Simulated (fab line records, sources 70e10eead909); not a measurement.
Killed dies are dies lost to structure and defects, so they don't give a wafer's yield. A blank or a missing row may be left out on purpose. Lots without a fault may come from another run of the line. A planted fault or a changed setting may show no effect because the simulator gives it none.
Chamber matching | flow nand_harc | NHARC_A_CONTACT_ETCH_91 on rie_diel-01: 4 sister chambers
The step etches the open film in CH3F/O2, target depth 40 nm, time 85.7 s. 4 wafers are shown with their chamber, then 12 later ones without.

WAFERS WITH THEIR CHAMBER
wafer  | chamber | drypump_motor_current_A (A)
L085.3 | 0       | 5.7
L085.6 | 3       | 6.2
L086.2 | 1       | 6.0
L086.5 | 2       | 5.6

WAFERS WITHOUT THEIR CHAMBER
wafer  | drypump_motor_current_A (A)
L088.2 | 5.6
L088.4 | 6.1
L088.5 | 5.6
L089.3 | 6.2
L089.4 | 5.6
L089.6 | 5.7
L091.1 | 5.6
L091.2 | 6.0
L091.5 | 6.2
L095.2 | 5.7
L095.5 | 6.1
L095.6 | 5.6

WHICH CHAMBER EACH WENT THROUGH
wafer  | from the rows above     | in truth
L088.2 | 2                       | 2
L088.4 | can't be placed: 1 or 3 | 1
L088.5 | 2                       | 2
L089.3 | 3                       | 3
L089.4 | 2                       | 2
L089.6 | 0                       | 0
L091.1 | 2                       | 2
L091.2 | 1                       | 1
L091.5 | 3                       | 3
L095.2 | 0                       | 0
L095.5 | can't be placed: 1 or 3 | 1
L095.6 | 2                       | 2
Placed correctly: 10 of 12. Can't be placed from these rows: 2 (the true chamber is among the candidates in 2). Placed wrongly: 0.
How it was worked out, from the rows above alone: a wafer's distance from a chamber is the root of the sum, over the readings, of the square of ((its reading less the chamber's mean) divided by the reading's scatter). The wafer belongs to the nearest chamber; if the next one is less than 2 further off, it can't be placed. A chamber's mean is the mean of its shown wafers. The scatter: with one shown wafer a chamber, the root of the mean of the squares of how far each hidden wafer lies from its nearest shown one.
